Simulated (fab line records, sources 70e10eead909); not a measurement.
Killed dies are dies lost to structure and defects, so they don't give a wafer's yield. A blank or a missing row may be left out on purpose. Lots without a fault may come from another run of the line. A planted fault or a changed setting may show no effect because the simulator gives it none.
Problem report in the 8D (eight disciplines) form, filled by code | flow nand_harc | the parts of the form that need people (team, actions taken, sign-off) are left out

1. THE PROBLEM
killed_at_periphery at NHARC_END_SORT_01 reads a mean of 620 on 6 wafers of 2 lots; wafers without a fault read 4 with a standard deviation of 3.2. That is +99 or more standard deviations from the usual mean.
First seen on wafer L691.2, day 30 10:44, on prober-02. The record holds 6 wafers of 2 lots with a number at this step. Rule for "out", or "out of limits": more than 4 standard deviations from the usual mean. The other wafers with a number count as sound.

2. WHAT IT IS AND WHAT IT IS NOT
question                    | is                               | is not
which readings at this step | killed_at_periphery, killed_dies | killed_at_array, killed_at_other, killed_open, killed_short
which lots                  | L690, L691                       | -
which wafers of those lots  | all that have a number           | -
read on which gauges        | prober-02                        | -
when                        | from day 30 10:44                | up to then (0 sound wafers)

3. SUSPECTS, AND WHAT RULES EACH OUT
Counting: a tool at a process step up to the reading stays a suspect if it ran every lot that is out and no sound lot after the first of them.
- the gauge at NHARC_END_SORT_01: kept. All the wafers that are out were read on prober-02, and no step on other tools shows them out.
- rie_diel-12 at NHARC_P_ZERO_WELL_DESCUM_54 (chemistry O2, time 3 s): kept. It ran every lot that is out, first L690 (day 8 19:52), and no sound lot after that.
- implanter-02 at NHARC_P_ZERO_WELL_IMPLANT_55: kept. It ran every lot that is out, first L690 (day 8 20:01), and no sound lot after that.
Left after counting: rie_diel-12 at NHARC_P_ZERO_WELL_DESCUM_54, implanter-02 at NHARC_P_ZERO_WELL_IMPLANT_55, prober-02 at NHARC_END_SORT_01.

4. THE CAUSE (what the simulator had put in)
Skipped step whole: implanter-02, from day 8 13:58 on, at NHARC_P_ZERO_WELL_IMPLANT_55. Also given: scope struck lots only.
Counting left 3 suspects, and this tool is among them.

5. THE CHAIN OF EFFECTS, in route order
Each row: a reading whose mean over the struck wafers that have a number lies more than 3 standard deviations from the usual. Only readings for which the record gives a usual standard deviation are gone through. hours: the time from each lot's start at the first step in this table that gives one to its start at this step, as a median over the lots. sigmas: the change in usual standard deviations.
hours | step              | reading             | usual | on struck wafers | change | sigmas
0     | NHARC_END_SORT_01 | killed_at_periphery | 4     | 620              | +616   | +99 or more
0     | NHARC_END_SORT_01 | killed_dies         | 57    | 677              | +620   | +34
Readings that are blank on the struck wafers while sound wafers have them: beam_energy_keV at NHARC_P_ZERO_WELL_IMPLANT_55; beam_on_s at NHARC_P_ZERO_WELL_IMPLANT_55.

6. WHAT WOULD HAVE CAUGHT IT SOONER
In this record the first reading out of limits at a measuring or inspecting step was taken at day 30 10:44, 525 hours after the fault began at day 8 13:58.
At NHARC_P_ZERO_WELL_IMPLANT_55 the tool's readings are blank on the struck wafers, where sound wafers have them: an empty tool record is the first sign, and it was there at once.
All the lots that are out (2) had begun NHARC_P_ZERO_WELL_IMPLANT_55 on implanter-02 by day 30 10:44. A hold on the tool at that time would have spared none of them.
